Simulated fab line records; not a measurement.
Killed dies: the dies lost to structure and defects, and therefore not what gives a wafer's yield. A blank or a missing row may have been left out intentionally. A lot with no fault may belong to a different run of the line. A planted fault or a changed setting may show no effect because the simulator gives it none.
Which tool is to blame? | flow n5 finfet | 69 wafers from 23 lots sampled at 3 of the route's 1938 steps

== WHAT THE GAUGES READ, wafer by wafer ==
N5_MOL_CONTACT_COAG_CD_MEAS_137: target cd 16 nm.
lot  | measured     | on        | cd nm (nm)
L074 | day 5 08:36  | cd sem-01 | 15.7 15.8 15.9
L075 | day 5 14:55  | cd sem-01 | 16.1 15.5 16.0
L076 | day 5 16:08  | cd sem-03 | 16.3 16.0 16.1
L077 | day 5 21:26  | cd sem-01 | 15.9 15.9 15.9
L078 | day 6 02:07  | cd sem-03 | 15.9 16.2 15.7
L079 | day 6 08:56  | cd sem-02 | 16.1 15.6 15.9
L080 | day 6 12:54  | cd sem-03 | 15.8 16.0 15.8
L081 | day 6 22:37  | cd sem-01 | 15.3 16.1 16.0
L082 | day 7 06:22  | cd sem-02 | 15.6 15.6 15.7
L083 | day 7 09:52  | cd sem-01 | 15.7 15.7 16.1
L084 | day 7 20:33  | cd sem-03 | 15.9 15.8 15.6
L085 | day 7 21:17  | cd sem-03 | 15.9 16.0 16.0
L087 | day 8 14:57  | cd sem-03 | 15.9 16.7 16.1
L088 | day 8 18:25  | cd sem-03 | 16.1 16.2 15.9
L089 | day 8 20:34  | cd sem-02 | 15.7 16.1 15.6
L090 | day 9 01:19  | cd sem-01 | 15.5 15.7 15.7
L091 | day 9 09:37  | cd sem-03 | 15.9 16.1 16.0
L092 | day 9 19:04  | cd sem-03 | 16.2 16.2 15.9
L093 | day 10 00:17 | cd sem-03 | 15.4 15.8 15.6
L094 | day 10 06:23 | cd sem-03 | 15.7 16.1 15.6
L095 | day 10 08:07 | cd sem-01 | 15.4 16.5 16.3
L096 | day 10 20:49 | cd sem-01 | 15.8 15.5 15.5
L097 | day 10 21:43 | cd sem-03 | 15.7 15.4 16.4

N5_BEOL_M0_SAQP_THK_MEAS_05.
lot  | measured     | on            | thk nm (nm)
L074 | day 5 16:25  | film metro-01 | 59.7 59.5 60.3
L075 | day 5 22:08  | film metro-01 | 60.2 60.7 60.4
L076 | day 6 00:38  | film metro-02 | 59.4 60.0 60.4
L077 | day 6 04:04  | film metro-02 | 60.2 60.0 60.6
L078 | day 6 08:03  | film metro-02 | 59.8 60.4 60.6
L079 | day 6 16:16  | film metro-02 | 60.4 61.7 60.9
L080 | day 6 19:42  | film metro-01 | 59.4 60.4 60.6
L081 | day 7 05:35  | film metro-02 | 60.0 61.6 59.9
L082 | day 7 12:50  | film metro-01 | 59.1 60.2 59.5
L083 | day 7 16:11  | film metro-02 | 59.7 60.8 61.0
L084 | day 8 07:01  | film metro-02 | 59.9 60.4 59.6
L085 | day 8 08:01  | film metro-02 | 59.7 61.0 61.0
L087 | day 9 00:37  | film metro-02 | 59.5 58.6 59.8
L088 | day 9 01:32  | film metro-01 | 57.9 60.2 59.3
L089 | day 9 05:44  | film metro-02 | 58.4 60.6 59.8
L090 | day 9 09:16  | film metro-02 | 59.7 59.7 60.5
L091 | day 9 17:33  | film metro-01 | 60.7 59.8 60.0
L092 | day 10 01:58 | film metro-01 | 59.5 60.1 60.0
L093 | day 10 06:07 | film metro-01 | 59.3 60.4 60.3
L094 | day 10 13:10 | film metro-02 | 59.2 58.6 60.0
L095 | day 10 16:29 | film metro-01 | 59.9 59.6 60.7
L096 | day 11 03:22 | film metro-01 | 60.3 59.2 60.7
L097 | day 11 06:11 | film metro-02 | 58.8 59.9 60.0

== WHAT TOOL EACH LOT RAN ON (gives the tool, then ch and the chambers of the sampled wafers, and finally the start) ==
lot  | N5_MOL_CONTACT_COAG_ETCHBACK_136
L074 | rie diel-04 ch 0,2,3, day 5 10:01
L075 | rie diel-05 ch 0,3, day 5 16:02
L076 | rie diel-04 ch 2,3, day 5 17:01
L077 | rie diel-05 ch 2,3, day 5 22:19
L078 | rie diel-04 ch 1,3, day 6 02:59
L079 | rie diel-05 ch 1,2,3, day 6 10:42
L080 | rie diel-06 ch 1,2, day 6 14:00
L081 | rie diel-04 ch 0,1,2, day 6 23:38
L082 | rie diel-06 ch 0,1,2, day 7 07:27
L083 | rie diel-05 ch 1,2, day 7 10:52
L084 | rie diel-04 ch 0,1, day 7 21:31
L085 | rie diel-04 ch 0,2,3, day 7 22:13
L087 | rie diel-05 ch 0,1,3, day 8 16:23
L088 | rie diel-04 ch 1,2,3, day 8 19:26
L089 | rie diel-04 ch 1,2, day 8 21:26
L090 | rie diel-04 ch 1,2, day 9 02:11
L091 | rie diel-04 ch 0,2,3, day 9 10:35
L092 | rie diel-04 ch 1,2,3, day 9 19:57
L093 | rie diel-06 ch 0,1,3, day 10 01:10
L094 | rie diel-04 ch 0,1,3, day 10 07:28
L095 | rie diel-04 ch 0,1, day 10 09:08
L096 | rie diel-06 ch 1,2, day 10 21:58
L097 | rie diel-06 ch 1,2, day 10 22:49
- N5_MOL_CONTACT_COAG_ETCHBACK_136: etches SiO2 in CHF3, target depth 25 nm, time 16.7 s.

== AS READ BY THE TOOLS THEMSELVES (means over the sampled wafers that have a number; for cases with no such wafer, the mark the record gives instead) ==
N5_MOL_CONTACT_COAG_ETCHBACK_136.
lot  | tool        | drypump motor current A (A) | oes product au (a.u.) | rf vpp V (V) | showerhead plenum p Torr (Torr) | throttle valve pct (%)
L074 | rie diel-04 | 5.6                         | 0.82                  | 531          | 2.43                            | 18.71
L075 | rie diel-05 | 5.6                         | 0.68                  | 523          | 2.32                            | 18.92
L076 | rie diel-04 | 5.8                         | 0.79                  | 529          | 2.42                            | 18.79
L077 | rie diel-05 | 5.9                         | 0.78                  | 527          | 2.38                            | 18.60
L078 | rie diel-04 | 5.7                         | 0.76                  | 528          | 2.44                            | 18.58
L079 | rie diel-05 | 5.8                         | 0.79                  | 527          | 2.42                            | 18.47
L080 | rie diel-06 | 6.2                         | 0.84                  | 525          | 2.44                            | 18.63
L081 | rie diel-04 | 5.8                         | 0.87                  | 531          | 2.42                            | 18.59
L082 | rie diel-06 | 6.0                         | 0.79                  | 521          | 2.39                            | 18.62
L083 | rie diel-05 | 5.7                         | 0.82                  | 528          | 2.47                            | 18.37
L084 | rie diel-04 | 5.8                         | 0.87                  | 533          | 2.42                            | 18.42
L085 | rie diel-04 | 5.6                         | 0.89                  | 531          | 2.42                            | 18.60
L087 | rie diel-05 | 5.5                         | 0.77                  | 528          | 2.45                            | 18.70
L088 | rie diel-04 | 5.8                         | 0.88                  | 527          | 2.42                            | 18.51
L089 | rie diel-04 | 6.0                         | 0.85                  | 527          | 2.41                            | 18.52
L090 | rie diel-04 | 6.0                         | 0.84                  | 528          | 2.41                            | 18.52
L091 | rie diel-04 | 5.6                         | 0.86                  | 531          | 2.42                            | 18.61
L092 | rie diel-04 | 5.9                         | 0.85                  | 527          | 2.42                            | 18.52
L093 | rie diel-06 | 6.3                         | 0.75                  | 521          | 2.37                            | 18.54
L094 | rie diel-04 | 5.7                         | 0.87                  | 530          | 2.42                            | 18.44
L095 | rie diel-04 | 5.6                         | 0.84                  | 534          | 2.42                            | 18.55
L096 | rie diel-06 | 5.9                         | 0.77                  | 522          | 2.35                            | 18.74
L097 | rie diel-06 | 5.9                         | 0.78                  | 523          | 2.35                            | 18.74

== THE ANSWER, worked out from the rows above alone ==
Rule: what is usual is taken from the lots themselves. The widest of any qualifying gaps counts: lots, ordered by their means at a reading, are off when they make up no more than a third of the lots, leave a main group of 4 or more, and stand apart from it by 3 or more times the standard deviation of that group's means. If all means in a main group match to the digits the tables above print for the reading, that group is not used. Also off: a lot with no number at a reading for which 4 or more lots have one. All remaining lots with rows at the step are treated as sound. The gauges are gone through in route order, then the tools' own readings, and for those a lot's mean is taken as printed above. At the first step where some lot is off, the reading lying furthest off is the one used; lots without a number count as furthest.
Nothing can be told from this: no lot is off at any reading shown.

== WHAT THE SIMULATOR HAD PUT IN ==
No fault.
